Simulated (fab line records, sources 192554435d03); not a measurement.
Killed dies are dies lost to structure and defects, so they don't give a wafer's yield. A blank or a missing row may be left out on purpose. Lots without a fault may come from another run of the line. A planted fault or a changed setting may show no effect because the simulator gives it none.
A struck lot beside a sound one | flow n5_finfet | 20 steps out of a route of 1938
Sound: wafers L281.2, L281.4, L281.6. Struck: wafers L290.1, L290.4, L290.5. The cause comes at the end.
At each step with rows: each side's tool, then ch and its chambers, then its first start. Under that, the readings that differ: sound wafers | struck wafers | difference of the means | sigmas: that difference in standard deviations of wafers without a fault.
alike: readings whose means differ by less than 2 such deviations, and words and numbers that are the same on both sides. not compared: withheld readings, readings that some wafer has no value for, bounds like >300 that may hide the same value, and numbers for which the record gives no deviation and whose values overlap.
The two part at a step that has a row with sigmas, a row that says differs or no value, or rows on one side only. Numbers that don't overlap but have no deviation are shown without sigmas and don't part them. A reading that every wafer of one side lacks parts them only if that side has two wafers or more.

first, 9 steps without rows for these wafers: N5_FIN_SAQP_EXPOSE_13 (exposes mask FIN CORE, target cd 35.6 nm); N5_FIN_SAQP_PEB_14 (peb time 60 s); N5_FIN_SAQP_DEVELOP_15 (develop time 30 s); N5_FIN_SAQP_DESCUM_21 (chemistry O2, time 7.9 s); N5_FIN_SAQP_ETCH_51 (etches SiARC in CF4, target depth 45.5 nm, time 75.8 s); N5_FIN_SAQP_ETCH_52 (etches SOC in N2/H2, target depth 100 nm, overetch 20 nm, time 150 s); N5_FIN_SAQP_STRIP_53 (strips in N2/H2); N5_FIN_SAQP_HM_OPEN_73 (chemistry CHF3/O2, target SiO2, stops on a-Si, target depth 12 nm, time 16.8 s); N5_FIN_SAQP_STRIP_74 (strips in CHF3/O2).
N5_FIN_SAQP_MANDREL_ETCH_22: etches a-Si in HBr/Cl2, stops on SiNx, target depth 60 nm, bt time 10 s, time 30 s.
  sound on rie_si-01 ch 0,1, day 4 16:22; struck on rie_si-02 ch 0,2,3, day 6 22:39
  reading                                     | sound             | struck                  | difference | sigmas
  oes_product_au (a.u.)                       | 0.769 0.766 0.766 | 0.660 0.669 0.667       | -0.102     | -8
  over_etch_frac                              | 0.5 0.5 0.5       | 0.94207 0.94207 0.94207 | +0.44207   |
  model.SOC_of_FIN_SAQP_COAT_49.thk_nm (nm)   | 76.69 76.26 76    | 68.2 69.46 68.36        | -7.6       |
  model.SiNx_of_FIN_SAQP_PECVD_48.thk_nm (nm) | 25.1 25.49 25.04  | 21.03 21.66 21.7        | -3.75      |
  alike: bias_w, drypump_motor_current_A, throttle_valve_pct
  not compared: rf_hours_counter_h
then, 7 steps without rows for these wafers: N5_FIN_SAQP_STRIP_55 (strips in N2/H2); N5_FIN_SAQP_STRIP_23 (strips in SPM, time 750 s); N5_FIN_SAQP_SRD_66 (time 30 s); N5_FIN_SAQP_RECESS_75 (chemistry HF/NH3, target SiO2, target depth 14.4 nm, afs cycles 3, sublimation time 60 s); N5_FIN_SAQP_SPACER1_ALD_24 (deposits SiO2, target thk 20.3 nm, pulse time 1 s, purge time 2 s); N5_FIN_SAQP_SPACER1_ETCHBACK_25 (etches SiO2 in CHF3/O2, target depth 24.4 nm, time 12.2 s); N5_FIN_SAQP_MANDREL1_REMOVE_56 (chemistry HBr/Cl2/O2, target a-Si, stops on SiNx, bt time 10 s).
N5_FIN_SAQP_ETCH_57: etches SiNx in CH3F/O2, target depth 32.5 nm, time 46.4 s.
  sound on rie_diel-04 ch 0,3, day 4 19:02; struck on rie_diel-02 ch 0,2,3, day 7 01:01
  reading                  | sound            | struck           | difference | sigmas
  etch_rf_on_time_s (s)    | 47.8 46.7 46.1   | 40.1 40.7 39.5   | -6.8       | -6
  model.etch.depth_nm (nm) | 25.1 25.49 25.04 | 21.03 21.66 21.7 | -3.75      |
  alike: CH3F_flow_sccm, bias_w, drypump_motor_current_A, oes_product_au, rf_vpp_V, showerhead_plenum_p_Torr, throttle_valve_pct
  not compared: rf_hours_counter_h
then, 2 steps without rows for these wafers: N5_FIN_SAQP_ETCH_65 (etches SiO2 in CF4, target depth 4 nm, time 4.4 s); N5_PASSIVATION_PROBE_49.

WHERE THEY PART
First at N5_FIN_SAQP_MANDREL_ETCH_22; last, within this record, at N5_FIN_SAQP_ETCH_57.

WHY: what the simulator had put in
Process parameter drift: rie_si-02, from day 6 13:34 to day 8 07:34, at N5_FIN_SAQP_MANDREL_ETCH_22. Setting over_etch_frac, moved by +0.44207, from 0.5. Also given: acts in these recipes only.
